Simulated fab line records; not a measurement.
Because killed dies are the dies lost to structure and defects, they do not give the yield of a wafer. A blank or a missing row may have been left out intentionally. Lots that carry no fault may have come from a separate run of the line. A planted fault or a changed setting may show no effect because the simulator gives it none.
Matching of chambers + flow nand_harc + NHARC_A_STAIRCASE_CMP_472 on cmp-01: 4 sister chambers
The step polishes SiO2. 22 wafers are shown with their chamber, then 11 later ones without.

== WAFERS, EACH WITH ITS CHAMBER ==
| wafer  | chamber | motor_current_A (A) |
|--------|---------|---------------------|
| L075.3 | 1       | 14.6                |
| L075.4 | 2       | 13.7                |
| L075.6 | 2       | 13.5                |
| L076.1 | 3       | 14.7                |
| L076.2 | 1       | 14.6                |
| L076.5 | 0       | 12.9                |
| L077.2 | 3       | 14.2                |
| L077.3 | 2       | 13.6                |
| L077.4 | 0       | 13.3                |
| L081.2 | 1       | 14.6                |
| L081.3 | 0       | 13.3                |
| L081.6 | 0       | 13.0                |
| L083.3 | 3       | 13.8                |
| L083.4 | 2       | 13.6                |
| L083.6 | 3       | 14.6                |
| L085.2 | 0       | 13.4                |
| L085.5 | 2       | 13.1                |
| L085.6 | 3       | 13.8                |
| L086.1 | 0       | 13.5                |
| L086.2 | 1       | 15.0                |
| L086.6 | 1       | 15.3                |
| L088.2 | 2       | 13.3                |

SIGNATURES, as means of the wafers listed above
| reading         | chamber 0 | chamber 1 | chamber 2 | chamber 3 | scatter within a chamber |
|-----------------|-----------|-----------|-----------|-----------|--------------------------|
| motor_current_A | 13.233    | 14.820    | 13.467    | 14.220    | 0.304                    |
Rule: a wafer's distance from a chamber is the root of the sum, over the readings, of the square of ((its reading less the chamber's mean) divided by the reading's scatter). The wafer belongs to the nearest chamber; if the next one is less than 2 further off, it can't be placed. The scatter is the square root of a quotient: the sum, over the shown wafers, of each reading's squared deviation from its chamber's mean, divided by wafers minus chambers.

== WAFERS WITH NO CHAMBER GIVEN ==
| wafer  | motor_current_A (A) |
|--------|---------------------|
| L088.3 | 13.7                |
| L088.6 | 13.1                |
| L093.1 | 13.0                |
| L093.2 | 14.8                |
| L093.5 | 13.1                |
| L094.2 | 13.0                |
| L094.5 | 13.8                |
| L094.6 | 14.1                |
| L097.3 | 15.7                |
| L097.4 | 13.9                |
| L097.5 | 14.3                |

== WHICH CHAMBER EACH ONE RAN IN ==
| wafer  | from the rows above               | in truth |
|--------|-----------------------------------|----------|
| L088.3 | can't be placed: 2 or 0 or 3      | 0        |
| L088.6 | can't be placed: 0 or 2           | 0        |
| L093.1 | can't be placed: 0 or 2           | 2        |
| L093.2 | can't be placed: 1 or 3           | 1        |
| L093.5 | can't be placed: 0 or 2           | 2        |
| L094.2 | can't be placed: 0 or 2           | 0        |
| L094.5 | can't be placed: 2 or 3 or 0      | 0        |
| L094.6 | can't be placed: 3 or 2 or 1      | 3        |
| L097.3 | can't be placed: 1 or 3           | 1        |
| L097.4 | can't be placed: 3 or 2 or 0 or 1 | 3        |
| L097.5 | can't be placed: 3 or 1           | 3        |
0 of 11 placed correctly. Unplaceable from these rows: 11, with the true chamber sitting among the candidates in 11. 0 placed wrongly.
